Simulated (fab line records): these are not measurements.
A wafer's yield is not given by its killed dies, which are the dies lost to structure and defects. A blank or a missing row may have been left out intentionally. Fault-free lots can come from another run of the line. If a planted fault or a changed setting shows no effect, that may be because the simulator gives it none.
The tool behind it: which one? || flow nand harc || 18 wafers from 6 lots sampled at 5 of the route's 1302 steps

WHAT THE GAUGES SHOWED, per wafer
NHARC_END_SORT_01.
{"lot": "L241", "measured": "day 24 10:01", "on": "prober-01", "killed at array": "53 70 46"}
{"lot": "L245", "measured": "day 26 05:38", "on": "prober-02", "killed at array": "65 55 59"}
{"lot": "L253", "measured": "day 29 10:34", "on": "prober-01", "killed at array": "153 146 143"}
{"lot": "L262", "measured": "day 33 03:14", "on": "prober-02", "killed at array": "70 73 71"}

WHAT TOOL EACH LOT RAN ON (gives the tool, then ch and the chambers of the sampled wafers, and finally the start)
{"lot": "L241", "NHARC_A_ONON_D1_DEP_09": "pecvd onon-02 ch 0, day 8 04:24", "NHARC_THIN_TSV_PVD_19": "pvd sputter-02, day 24 02:06 or earlier", "NHARC_THIN_TSV_DEGAS_53": "pvd sputter-01, day 24 02:06", "NHARC_THIN_TSV_ETCH_59": "rie metal-01 ch 0,1, day 24 03:34"}
{"lot": "L245", "NHARC_A_ONON_D1_DEP_09": "pecvd onon-01 ch 0, day 9 17:55", "NHARC_THIN_TSV_PVD_19": "pvd sputter-03, day 25 19:17 or earlier", "NHARC_THIN_TSV_DEGAS_53": "pvd sputter-02, day 25 19:17", "NHARC_THIN_TSV_ETCH_59": "rie metal-02 ch 0,1, day 25 20:43"}
{"lot": "L247", "NHARC_A_ONON_D1_DEP_09": "pecvd onon-01 ch 0, day 10 18:22", "NHARC_THIN_TSV_PVD_19": "pvd sputter-02, day 26 14:10 or earlier", "NHARC_THIN_TSV_DEGAS_53": "pvd sputter-02, day 26 14:10", "NHARC_THIN_TSV_ETCH_59": "rie metal-03 ch 0,1, day 26 15:40"}
{"lot": "L253", "NHARC_A_ONON_D1_DEP_09": "pecvd onon-03 ch 0, day 12 22:43", "NHARC_THIN_TSV_PVD_19": "pvd sputter-02, day 28 17:20 or earlier", "NHARC_THIN_TSV_DEGAS_53": "pvd sputter-03, day 28 17:20", "NHARC_THIN_TSV_ETCH_59": "rie metal-01 ch 0,1, day 28 18:48"}
{"lot": "L259", "NHARC_A_ONON_D1_DEP_09": "pecvd onon-01 ch 0, day 15 14:53", "NHARC_THIN_TSV_PVD_19": "pvd sputter-01, day 31 18:26 or earlier", "NHARC_THIN_TSV_DEGAS_53": "pvd sputter-01, day 31 18:26", "NHARC_THIN_TSV_ETCH_59": "rie metal-02 ch 0,1, day 31 19:46"}
{"lot": "L262", "NHARC_A_ONON_D1_DEP_09": "pecvd onon-01 ch 0, day 16 23:23", "NHARC_THIN_TSV_PVD_19": "pvd sputter-01, day 32 16:41 or earlier", "NHARC_THIN_TSV_DEGAS_53": "pvd sputter-02, day 32 16:41", "NHARC_THIN_TSV_ETCH_59": "rie metal-01 ch 0,1, day 32 18:07"}
- NHARC_A_ONON_D1_DEP_09: target thk 1000 nm.
- NHARC_THIN_TSV_PVD_19: deposits TaN, target thk 20 nm.
- NHARC_THIN_TSV_DEGAS_53: time 60 s.
- NHARC_THIN_TSV_ETCH_59: etches the open film in Cl2/BCl3, target depth 880 nm, time 138.1 s.

THE ANSWER, worked out from the rows above alone
Rule: what is usual is taken from the lots themselves. Put in order of their means at a reading, lots are off if they are a third of the lots or fewer, leave a main group of 4 or more, and stand apart from it by a gap of 3 or more times the standard deviation of the main group's means; of several such gaps the widest counts. The tables above print the reading to a certain number of digits; a main group whose means all agree to those digits is not used. A lot without any number at a reading at which 4 lots or more have one is off too. All remaining lots with rows at the step are treated as sound.
No lot is off at any reading shown: from this, nothing can be told.

WHAT THE SIMULATOR HAD PUT IN
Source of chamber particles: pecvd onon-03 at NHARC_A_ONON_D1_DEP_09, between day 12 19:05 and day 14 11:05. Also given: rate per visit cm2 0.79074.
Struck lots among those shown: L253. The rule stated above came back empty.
